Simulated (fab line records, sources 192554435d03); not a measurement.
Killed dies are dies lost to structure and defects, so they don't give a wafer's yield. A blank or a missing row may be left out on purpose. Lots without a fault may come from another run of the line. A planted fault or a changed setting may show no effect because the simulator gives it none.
Which tool did it? | flow n5_finfet | 9 lots, 27 wafers sampled, at 6 steps of a route of 1938

WHAT THE GAUGES READ, wafer by wafer
N5_MOL_CONTACT_COAG_INSPECT_57: inspects for defects (brightfield).
lot  | measured     | on                | raw_defect_count
L492 | day 5 15:08  | defect_inspect-01 | 339 165 226
L493 | day 5 19:06  | defect_inspect-02 | 174 260 150
L495 | day 6 09:03  | defect_inspect-02 | 150 251 198
L498 | day 7 00:44  | defect_inspect-02 | 202 130 122
L502 | day 8 04:42  | defect_inspect-01 | 136 110 127
L505 | day 8 22:52  | defect_inspect-01 | 191 151 202
L508 | day 9 13:08  | defect_inspect-01 | 150 163 129
L511 | day 10 08:44 | defect_inspect-01 | 135 170 175
L512 | day 10 12:17 | defect_inspect-02 | 207 272 344

N5_MOL_CONTACT_COAG_OVL_MEAS_41.
lot  | measured     | on         | VD_OVL (nm)
L492 | day 5 16:24  | overlay-01 | -0.3 -1.2 -0.5
L493 | day 5 20:34  | overlay-01 | -1.6 -0.2 -1.3
L495 | day 6 10:39  | overlay-01 | -1.0 -1.2 -1.5
L498 | day 7 02:11  | overlay-01 | 9.1 8.5 9.5
L502 | day 8 06:13  | overlay-01 | 8.8 9.2 8.5
L505 | day 9 00:14  | overlay-01 | -0.7 0.1 0.3
L508 | day 9 14:51  | overlay-02 | -1.9 -0.6 -1.2
L511 | day 10 10:10 | overlay-02 | -0.7 -0.3 -0.8
L512 | day 10 15:17 | overlay-02 | 0.9 -0.3 1.4

N5_BEOL_M4_RC_MEAS_101.
lot  | measured     | on        | DIBL_N (mV/V)  | DIBL_P (mV/V)  | IOFF_N (nA/um)    | IOFF_P (nA/um) | ION_N (uA/um) | ION_P (uA/um) | SS_N (mV/dec)  | SS_P (mV/dec)  | VT_N (mV)         | VT_P (mV)
L492 | day 8 13:29  | prober-01 | 37.0 36.9 37.1 | 36.1 36.0 36.1 | 0.146 0.146 0.148 | 0.19 0.20 0.20 | 678 675 672   | 461 462 461   | 71.5 70.6 70.9 | 73.5 72.9 73.4 | 249.8 247.4 248.0 | -253 -249 -250
L493 | day 8 13:56  | prober-02 | 36.8 37.9 37.9 | 36.8 38.8 37.6 | 0.162 0.184 0.190 | 0.26 0.29 0.26 | 690 689 704   | 482 479 486   | 71.3 71.8 71.9 | 73.5 74.2 73.5 | 248.8 249.6 246.3 | -246 -242 -246
L495 | day 8 17:46  | prober-01 | 37.7 39.2 34.7 | 38.3 37.7 33.1 | 0.187 0.213 0.126 | 0.26 0.24 0.17 | 678 680 667   | 467 460 458   | 72.6 72.9 71.5 | 74.2 73.9 73.1 | 247.7 248.0 252.7 | -246 -247 -252
L498 | day 9 19:59  | prober-02 | 38.5 35.3 37.8 | 38.9 36.3 39.0 | 0.202 0.153 0.204 | 0.22 0.19 0.24 | 682 678 696   | 455 466 467   | 72.4 72.1 72.0 | 74.0 73.2 74.1 | 246.2 250.0 245.2 | -250 -253 -249
L502 | day 11 00:38 | prober-02 | 37.1 36.8 37.4 | 39.3 40.2 40.5 | 0.176 0.175 0.181 | 0.24 0.27 0.27 | 677 670 674   | 463 463 466   | 72.4 72.5 72.5 | 73.6 74.6 74.3 | 250.6 249.6 247.8 | -246 -246 -246
L505 | day 11 08:31 | prober-02 | 36.5 35.7 38.2 | 37.7 37.1 39.7 | 0.184 0.152 0.230 | 0.21 0.19 0.24 | 686 682 697   | 463 471 476   | 71.9 71.7 73.2 | 73.9 72.8 74.2 | 245.8 249.9 242.6 | -253 -254 -250
L508 | day 12 04:27 | prober-01 | 38.4 37.9 37.8 | 38.2 37.6 38.1 | 0.189 0.169 0.193 | 0.24 0.24 0.25 | 696 677 708   | 480 464 484   | 72.0 71.6 72.4 | 73.4 73.5 74.2 | 246.2 245.0 243.7 | -250 -249 -245
L511 | day 13 00:08 | prober-02 | 39.5 36.3 37.7 | 39.8 36.0 37.7 | 0.233 0.149 0.182 | 0.28 0.21 0.23 | 712 687 695   | 478 472 476   | 71.8 71.4 72.2 | 74.5 73.2 73.2 | 244.4 250.9 248.9 | -247 -249 -250
L512 | day 13 08:35 | prober-02 | 33.4 34.7 36.5 | 33.0 34.8 36.2 | 0.126 0.147 0.164 | 0.19 0.22 0.26 | 679 681 678   | 469 472 474   | 71.3 71.5 72.4 | 72.9 73.4 73.0 | 252.8 252.4 248.7 | -251 -247 -246

WHICH TOOL RAN EACH LOT (tool, then ch and the chambers of the sampled wafers, then the start)
lot  | N5_MOL_CONTACT_COAG_ALD_131       | N5_MOL_CONTACT_COAG_ETCHBACK_135   | N5_MOL_CONTACT_COAG_EXPOSE_37
L492 | ald_sin-03 ch 0,1,2, day 5 15:22  | rie_diel-01 ch 1,3, day 5 15:41    | euv_scanner-01 ch 0, day 5 16:13
L493 | ald_sin-01 ch 0,1,2, day 5 19:23  | rie_diel-01 ch 0,2,3, day 5 19:42  | euv_scanner-02 ch 0, day 5 20:24
L495 | ald_sin-01 ch 1,2,3, day 6 09:26  | rie_diel-06 ch 2,3, day 6 09:48    | euv_scanner-01 ch 0, day 6 10:29
L498 | ald_sin-04 ch 0,3, day 7 01:08    | rie_diel-06 ch 0,2,3, day 7 01:26  | euv_scanner-01 ch 0, day 7 02:01
L502 | ald_sin-01 ch 1,3, day 8 05:04    | rie_diel-02 ch 1,2,3, day 8 05:22  | euv_scanner-01 ch 0, day 8 06:03
L505 | ald_sin-04 ch 0,1,3, day 8 23:13  | rie_diel-02 ch 0,1,2, day 8 23:31  | euv_scanner-02 ch 0, day 9 00:04
L508 | ald_sin-04 ch 0,1, day 9 13:42    | rie_diel-02 ch 0,1,2, day 9 14:00  | euv_scanner-02 ch 0, day 9 14:40
L511 | ald_sin-04 ch 0,1,2, day 10 09:01 | rie_diel-01 ch 0,2,3, day 10 09:19 | euv_scanner-02 ch 0, day 10 09:59
L512 | ald_sin-04 ch 0,1,2, day 10 14:06 | rie_diel-01 ch 0,1, day 10 14:26   | euv_scanner-02 ch 0, day 10 15:06
- N5_MOL_CONTACT_COAG_ALD_131: deposits SiO2, target thk 5 nm, pulse time 1 s, co reactant pulse time 1 s.
- N5_MOL_CONTACT_COAG_ETCHBACK_135: etches SiO2 in CHF3, target depth 25 nm, time 16.7 s.
- N5_MOL_CONTACT_COAG_EXPOSE_37: exposes mask VD, defocus 0 nm.

WHAT THE TOOLS THEMSELVES READ (means of the sampled wafers that have a number; where no wafer has one, the mark that the record gives instead)
N5_MOL_CONTACT_COAG_ALD_131.
lot  | tool       | heater_power_w (W) | precursor_pulse_height_rel
L492 | ald_sin-03 | 85                 | 0.998
L493 | ald_sin-01 | 76                 | 1.014
L495 | ald_sin-01 | 78                 | 1.018
L498 | ald_sin-04 | 75                 | 1.003
L502 | ald_sin-01 | 70                 | 1.013
L505 | ald_sin-04 | 71                 | 0.994
L508 | ald_sin-04 | 68                 | 1.015
L511 | ald_sin-04 | 67                 | 0.997
L512 | ald_sin-04 | 67                 | 1.007

N5_MOL_CONTACT_COAG_ETCHBACK_135.
lot  | tool        | drypump_motor_current_A (A) | oes_f_703_au (a.u.) | oes_product_au (a.u.) | rf_vpp_V (V) | showerhead_plenum_p_Torr (Torr) | throttle_valve_pct (%)
L492 | rie_diel-01 | 5.1                         | 0.80                | 0.81                  | 529          | 2.31                            | 18.92
L493 | rie_diel-01 | 5.4                         | 0.78                | 0.79                  | 525          | 2.38                            | 18.65
L495 | rie_diel-06 | 5.6                         | 0.78                | 0.76                  | 507          | 2.41                            | 19.04
L498 | rie_diel-06 | 5.6                         | 0.82                | 0.81                  | 512          | 2.44                            | 18.85
L502 | rie_diel-02 | 6.0                         | 0.89                | 0.89                  | 520          | 2.36                            | 18.62
L505 | rie_diel-02 | 5.9                         | 0.86                | 0.85                  | 519          | 2.43                            | 18.63
L508 | rie_diel-02 | 5.8                         | 0.85                | 0.83                  | 519          | 2.42                            | 18.64
L511 | rie_diel-01 | 5.4                         | 0.82                | 0.83                  | 525          | 2.36                            | 18.57
L512 | rie_diel-01 | 4.8                         | 0.71                | 0.71                  | 518          | 2.31                            | 18.77

THE ANSWER, worked out from the rows above alone
Rule: what is usual is taken from the lots themselves. Put in order of their means at a reading, lots are off if they are a third of the lots or fewer, leave a main group of 4 or more, and stand apart from it by a gap of 3 or more times the standard deviation of the main group's means; of several such gaps the widest counts. A main group whose means are all the same, to the digits that the tables above print for the reading, isn't used. A lot without any number at a reading at which 4 lots or more have one is off too. The other lots that the step has rows for count as sound. The gauges are gone through in route order, then the tools' own readings, and for those a lot's mean is taken as printed above. The first step at which some lot is off is used, and at that step the reading that is off furthest; a lot without a number counts as furthest.
Off: L498, L502, at N5_MOL_CONTACT_COAG_OVL_MEAS_41 (VD_OVL). The main group: mean -0.6 nm, standard deviation 0.64.
A tool fits if, at a process step before that reading, it ran every lot that is off, and no sound lot after the first of them. The gauges at N5_MOL_CONTACT_COAG_OVL_MEAS_41 are tried like those tools. One fits: euv_scanner-01 at N5_MOL_CONTACT_COAG_EXPOSE_37. Its last sound lot is L495 (day 6 10:29), its first lot that is off L498 (day 7 02:01): a fault that began between those two fits.

WHAT THE SIMULATOR HAD PUT IN
Scanner matching overlay: euv_scanner-01, from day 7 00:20 on, at N5_MOL_CONTACT_COAG_EXPOSE_37. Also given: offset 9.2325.
Lots struck among those shown: L498, L502. The rule above found the same.
